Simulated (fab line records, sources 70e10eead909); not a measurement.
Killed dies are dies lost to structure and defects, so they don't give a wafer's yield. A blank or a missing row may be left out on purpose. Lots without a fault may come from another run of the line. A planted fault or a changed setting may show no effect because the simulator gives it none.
Problem report in the 8D (eight disciplines) form, filled by code | flow nand_harc | the parts of the form that need people (team, actions taken, sign-off) are left out

1. THE PROBLEM
dose_ions_cm2 at NHARC_P_ZERO_WELL_IMPLANT_40 reads a mean of 6.673e+12 on 6 wafers of 2 lots; wafers without a fault read 9.998e+12 with a standard deviation of 1.1e+10. That is -99 or more standard deviations from the usual mean.
First seen on wafer L850.2, day 4 12:19, on implanter-01. The record holds 36 wafers of 12 lots with a number at this step. Rule for "out", or "out of limits": more than 4 standard deviations from the usual mean. The other wafers with a number count as sound.

2. WHAT IT IS AND WHAT IT IS NOT
question                    | is                                | is not
which readings at this step | dose_ions_cm2, faraday_current_uA | -
which lots                  | L850, L851                        | L844, L845, L848, L860, L861, L863, L864, L865, L866, L867
which wafers of those lots  | all that have a number            | -
read on which tools         | implanter-01                      | implanter-02
when                        | from day 4 12:19                  | up to then (9 sound wafers); but 21 sound wafers of L860, L861, L863, L864, L865, L866, L867 came after

3. SUSPECTS, AND WHAT RULES EACH OUT
Counting: a tool at a process step up to the reading stays a suspect if it ran every lot that is out and no sound lot after the first of them.
- rie_diel-13 at NHARC_P_ZERO_WELL_DESCUM_13 (chemistry O2, time 3 s): ruled out as a lasting fault. Sound lots L860, L861, L864, L865, L866 ran on it after its first lot that is out, L850 (day 4 09:17).
- implanter-01 at NHARC_P_ZERO_WELL_IMPLANT_40: ruled out as a lasting fault. Sound lots L861, L863, L864, L865 ran on it after its first lot that is out, L850 (day 4 12:19).
Left after counting: nothing in the record.

4. THE CAUSE (what the simulator had put in)
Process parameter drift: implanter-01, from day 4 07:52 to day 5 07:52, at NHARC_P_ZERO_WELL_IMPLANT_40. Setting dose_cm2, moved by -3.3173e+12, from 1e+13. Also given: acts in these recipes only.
Counting ruled it out, wrongly.

5. THE CHAIN OF EFFECTS, in route order
Each row: a reading whose mean over the struck wafers that have a number lies more than 3 standard deviations from the usual. Only readings for which the record gives a usual standard deviation are gone through. hours: the time from each lot's start at the first step in this table that gives one to its start at this step, as a median over the lots. sigmas: the change in usual standard deviations.
hours | step                         | reading            | usual     | on struck wafers | change     | sigmas
0     | NHARC_P_ZERO_WELL_IMPLANT_40 | dose_ions_cm2      | 9.998e+12 | 6.673e+12        | -3.325e+12 | -99 or more
0     | NHARC_P_ZERO_WELL_IMPLANT_40 | faraday_current_uA | 127.0     | 83.9             | -43.1      | -19
The process steps in it:
- NHARC_P_ZERO_WELL_IMPLANT_40
Later measuring or inspecting steps at which every struck wafer that the step has a row for has a number for every such reading, and none has moved that far: NHARC_P_GATE_CD_MEAS_11.

6. WHAT WOULD HAVE CAUGHT IT SOONER
In this record the first reading out of limits was taken at day 4 12:19, 4 hours after the fault began at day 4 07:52.
